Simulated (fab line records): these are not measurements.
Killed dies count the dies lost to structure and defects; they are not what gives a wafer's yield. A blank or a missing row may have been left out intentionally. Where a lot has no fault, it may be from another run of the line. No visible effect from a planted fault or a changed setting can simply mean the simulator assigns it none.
Lot-split experiment	flow n5Finfet	on a route of 1938 steps: 7 lots, 21 wafers read

## THE SPLIT ITSELF
At N5_FIN_CUT_CUT_ETCH_26 (etches SiNx in CH3F/O2, target depth 39 nm, time 55.7 s), the setting sourceW was moved away from the recipe's 395 W on 8 of the 21 wafers read, by -17.8% to -9.3%. All remaining wafers had this setting at the recipe value.

The reading is taken at the split's own step.

## THE READING
rfVppV, in V, at N5_FIN_CUT_CUT_ETCH_26 (etches SiNx in CH3F/O2, target depth 39 nm, time 55.7 s). A value of 296 V with a standard deviation of 4.5 V is what fault-free wafers of this fab line usually give.

wafer	tool, chamber at the split	sourceW as run, W	against the recipe	rfVppV, V	against lot-mates on the recipe
L079.1	rieDiel-05, 2	395	recipe	302	-
L079.2	rieDiel-05, 3	330	-16.5%	317	+15
L079.6	rieDiel-05, 1	330	-16.5%	322	+20
L081.3	rieDiel-05, 2	353.7	-10.5%	319	+29
L081.5	rieDiel-05, 2	353.7	-10.5%	319	+29
L081.6	rieDiel-05, 3	395	recipe	290	-
L082.1	rieDiel-05, 1	395	recipe	293	-
L082.2	rieDiel-05, 0	395	recipe	299	-
L082.3	rieDiel-05, 2	358.2	-9.3%	318	+22
L086.3	rieDiel-03, 2	395	recipe	293	-
L086.5	rieDiel-03, 2	395	recipe	292	-
L086.6	rieDiel-03, 1	395	recipe	294	-
L088.1	rieDiel-02, 3	395	recipe	305	-
L088.2	rieDiel-02, 0	395	recipe	303	-
L088.4	rieDiel-02, 0	343.9	-12.9%	323	+19
L093.3	rieDiel-05, 1	395	recipe	293	-
L093.4	rieDiel-05, 2	395	recipe	302	-
L093.5	rieDiel-05, 2	395	recipe	302	-
L095.1	rieDiel-03, 1	324.7	-17.8%	323	+30
L095.2	rieDiel-03, 0	324.7	-17.8%	321	+28
L095.4	rieDiel-03, 0	395	recipe	293	-

FIT RESULTS
A straight line over all 21 wafers: rfVppV changes by -1.55 V for each +1% of sourceW; r = -0.91; the points scatter about the line by 5.2 V.
The same after taking each lot's own level away (the mean of its wafers on the recipe; 21 wafers): -1.56 V for each +1%; r = -0.90; scatter 5.6 V.
The reading moves by 28 V for the largest change in sourceW, on that fit.
The span of the lots' own levels, 290.0 to 304.0 V, comes to 3.1 times the standard deviation stated above.
The two slopes agree, so the slope changes little with the lot-to-lot level.
Check: with one of the wafers moved furthest among these (-17.8%) left out of the fit, the line predicts +28.3 V for it against its lot-mates. Against them it came out at +30 V.
Tool readings at the split's step, against how far the setting was moved: rfVppV r = -0.91.

## OTHER SPLITS ON THESE WAFERS
Other splits were also applied to these wafers ahead of the reading. Each is held against what the fit with the lots' levels taken away leaves over:
other split on the same wafers	wafers away from the commonest value	r with rfVppV (lot level and that fit taken away)
N5_ZERO_LAYER_EXPOSE_08 doseMj	5	+0.46
N5_ZERO_LAYER_DEVELOP_10 developTimeS	3	-0.10
N5_WELL_APT_PEB_23 pebTimeS	7	+0.28
N5_FIN_SAQP_EXPOSE_13 doseMj	8	-0.01

## THE WHOLE CHAIN: every reading that the file lists as answering this split, in the file's order
step	what it does	reading	change (the file's fit)	r (the file's)
N5_FIN_CUT_CUT_ETCH_26	etches SiNx in CH3F/O2, target depth 39 nm, time 55.7 s	rfVppV	-1.65 V for each +1% of the setting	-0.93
N5_FIN_CUT_CUT_ETCH_26	etches SiNx in CH3F/O2, target depth 39 nm, time 55.7 s	etch.depthNm (the simulator's own value, which no gauge read)	+0.162 nm for each +1% of the setting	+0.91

## THE FILE'S OWN FIT
rfVppV changes by -1.65 V for each +1% of sourceW, r = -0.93.
